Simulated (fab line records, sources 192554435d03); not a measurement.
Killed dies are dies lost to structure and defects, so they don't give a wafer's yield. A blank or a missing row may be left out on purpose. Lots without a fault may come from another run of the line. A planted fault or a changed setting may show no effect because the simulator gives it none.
Split-lot experiment | flow n5_finfet | 7 lots, 39 wafers read, on a route of 1938 steps

THE SPLIT
At N5_DUMMY_GATE_ETCH_42 (etches SiO2 in CHF3/O2, target depth 3.5 nm, time 31 s), the setting bias_w was moved away from the recipe's 12 W on 12 of the 39 wafers read, by -12.2% to +15.7%. The other wafers ran this setting at the recipe's value.

The reading is taken at the split's own step.

THE READING
rf_vpp_V, in V, at N5_DUMMY_GATE_ETCH_42 (etches SiO2 in CHF3/O2, target depth 3.5 nm, time 31 s). Fault-free wafers of this fab line usually give 42.4 V, standard deviation 0.91 V.

wafer  | tool, chamber at the split | bias_w as run, W | against the recipe | rf_vpp_V, V | against lot-mates on the recipe
L076.1 | rie_diel-01, 1             | 13.89            | +15.7%             | 46.8        | +4.1
L076.2 | rie_diel-01, 3             | 13.89            | +15.7%             | 48.3        | +5.6
L076.3 | rie_diel-01, 2             | 13.89            | +15.7%             | 45.8        | +3.1
L076.4 | rie_diel-01, 0             | 12               | recipe             | 43.5        | -
L076.5 | rie_diel-01, 2             | 12               | recipe             | 42.1        | -
L076.6 | rie_diel-01, 3             | 12               | recipe             | 42.6        | -
L079.1 | rie_diel-01, 2             | 10.58            | -11.8%             | 36.0        | -7.0
L079.2 | rie_diel-01, 0             | 12               | recipe             | 43.3        | -
L079.3 | rie_diel-01, 1             | 12               | recipe             | 41.5        | -
L079.4 | rie_diel-01, 3             | 12               | recipe             | 44.1        | -
L079.5 | rie_diel-01, 1             | 10.58            | -11.8%             | 37.9        | -5.1
L079.6 | rie_diel-01, 2             | 10.58            | -11.8%             | 38.6        | -4.4
L083.1 | rie_diel-04, 1             | 12               | recipe             | 42.0        | -
L083.2 | rie_diel-04, 0             | 12               | recipe             | 43.6        | -
L083.3 | rie_diel-04, 3             | 12               | recipe             | 42.9        | -
L083.4 | rie_diel-04, 2             | 12               | recipe             | 41.8        | -
L083.5 | rie_diel-04, 1             | 12               | recipe             | 42.6        | -
L083.6 | rie_diel-04, 2             | 12               | recipe             | 44.5        | -
L087.1 | rie_diel-04, 1             | 13.85            | +15.4%             | 46.5        | +4.7
L087.2 | rie_diel-04, 2             | 13.85            | +15.4%             | 47.2        | +5.4
L087.3 | rie_diel-04, 3             | 12               | recipe             | 41.4        | -
L087.4 | rie_diel-04, 0             | 12               | recipe             | 42.5        | -
L087.5 | rie_diel-04, 0             | 13.85            | +15.4%             | 47.7        | +5.9
L087.6 | rie_diel-04, 3             | 12               | recipe             | 41.4        | -
L089.1 | rie_diel-01, 3             | 10.54            | -12.2%             | 38.3        | -4.4
L089.2 | rie_diel-01, 2             | 10.54            | -12.2%             | 36.1        | -6.6
L089.3 | rie_diel-01, 0             | 12               | recipe             | 43.4        | -
L089.4 | rie_diel-01, 1             | 10.54            | -12.2%             | 36.9        | -5.8
L089.5 | rie_diel-01, 0             | 12               | recipe             | 41.7        | -
L089.6 | rie_diel-01, 3             | 12               | recipe             | 42.9        | -
L091.1 | rie_diel-04, 2             | 12               | recipe             | 42.0        | -
L091.2 | rie_diel-04, 3             | 12               | recipe             | 41.3        | -
L091.3 | rie_diel-04, 1             | 12               | recipe             | 42.1        | -
L091.4 | rie_diel-04, 0             | 12               | recipe             | 42.4        | -
L091.5 | rie_diel-04, 1             | 12               | recipe             | 42.6        | -
L091.6 | rie_diel-04, 2             | 12               | recipe             | 43.1        | -
L093.1 | rie_diel-01, 1             | 12               | recipe             | 43.6        | -
L093.3 | rie_diel-01, 2             | 12               | recipe             | 41.7        | -
L093.5 | rie_diel-01, 3             | 12               | recipe             | 41.6        | -

THE FIT
A straight line over all 39 wafers: rf_vpp_V changes by +0.347 V for each +1% of bias_w; r = +0.94; the points scatter about the line by 1 V.
The same after taking each lot's own level away (the mean of its wafers on the recipe; 39 wafers): +0.367 V for each +1%; r = +0.94; scatter 1 V.
On that fit, the largest move of bias_w shifts the reading by 5.8 V.
The lots' own levels span 41.77 to 42.97 V, that is 1.3 times the standard deviation above.
So the lot-to-lot level changes the slope little: the two slopes agree.
Check: with one of the wafers moved furthest among these (+15.7%) left out of the fit, the line predicts +5.67 V for it against its lot-mates. It came out at +4.07 V against them.
Tool readings at the split's step, against how far the setting was moved: rf_vpp_V r = +0.94.

OTHER SPLITS ON THESE WAFERS
These wafers also went through other splits before the reading. Each is held against what the fit with the lots' levels taken away leaves over:
other split on the same wafers       | wafers away from the commonest value | r with rf_vpp_V (lot level and that fit taken away)
N5_DUMMY_GATE_ETCH_31 target_depth_a | 15                                   | +0.10
N5_DUMMY_GATE_ETCH_32 time_s         | 15                                   | +0.15

THE FILE'S OWN FIT
rf_vpp_V changes by +0.364 V for each +1% of bias_w, r = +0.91.
